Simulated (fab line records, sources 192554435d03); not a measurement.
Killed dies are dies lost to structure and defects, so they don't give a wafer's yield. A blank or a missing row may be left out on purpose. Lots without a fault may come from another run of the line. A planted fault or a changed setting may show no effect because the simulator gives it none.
Chamber matching | flow n5_finfet | N5_BEOL_M2_CO_CAP_55 on cvd_co-02: 3 sister chambers
The step material Co, precursor CCTBA/H2, target thk 2 nm, time 102.1 s. 3 wafers are shown with their chamber, then 12 later ones without.

WAFERS WITH THEIR CHAMBER
wafer  | chamber | heater_power_w (W)
L088.4 | 0       | 276
L089.1 | 1       | 285
L089.5 | 2       | 220

WAFERS WITHOUT THEIR CHAMBER
wafer  | heater_power_w (W)
L091.1 | 284
L091.2 | 216
L091.3 | 268
L091.4 | 215
L091.5 | 267
L091.6 | 282
L096.3 | 270
L096.5 | 273
L096.6 | 218
L097.1 | 273
L097.3 | 214
L097.5 | 212

WHICH CHAMBER EACH WENT THROUGH
wafer  | from the rows above     | in truth
L091.1 | can't be placed: 1 or 0 | 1
L091.2 | 2                       | 2
L091.3 | can't be placed: 0 or 1 | 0
L091.4 | 2                       | 2
L091.5 | can't be placed: 0 or 1 | 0
L091.6 | can't be placed: 1 or 0 | 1
L096.3 | can't be placed: 0 or 1 | 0
L096.5 | can't be placed: 0 or 1 | 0
L096.6 | 2                       | 2
L097.1 | can't be placed: 0 or 1 | 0
L097.3 | 2                       | 2
L097.5 | 2                       | 2
Placed correctly: 5 of 12. Can't be placed from these rows: 7 (the true chamber is among the candidates in 7). Placed wrongly: 0.
How it was worked out, from the rows above alone: a wafer's distance from a chamber is the root of the sum, over the readings, of the square of ((its reading less the chamber's mean) divided by the reading's scatter). The wafer belongs to the nearest chamber; if the next one is less than 2 further off, it can't be placed. A chamber's mean is the mean of its shown wafers. The scatter: with one shown wafer a chamber, the root of the mean of the squares of how far each hidden wafer lies from its nearest shown one.
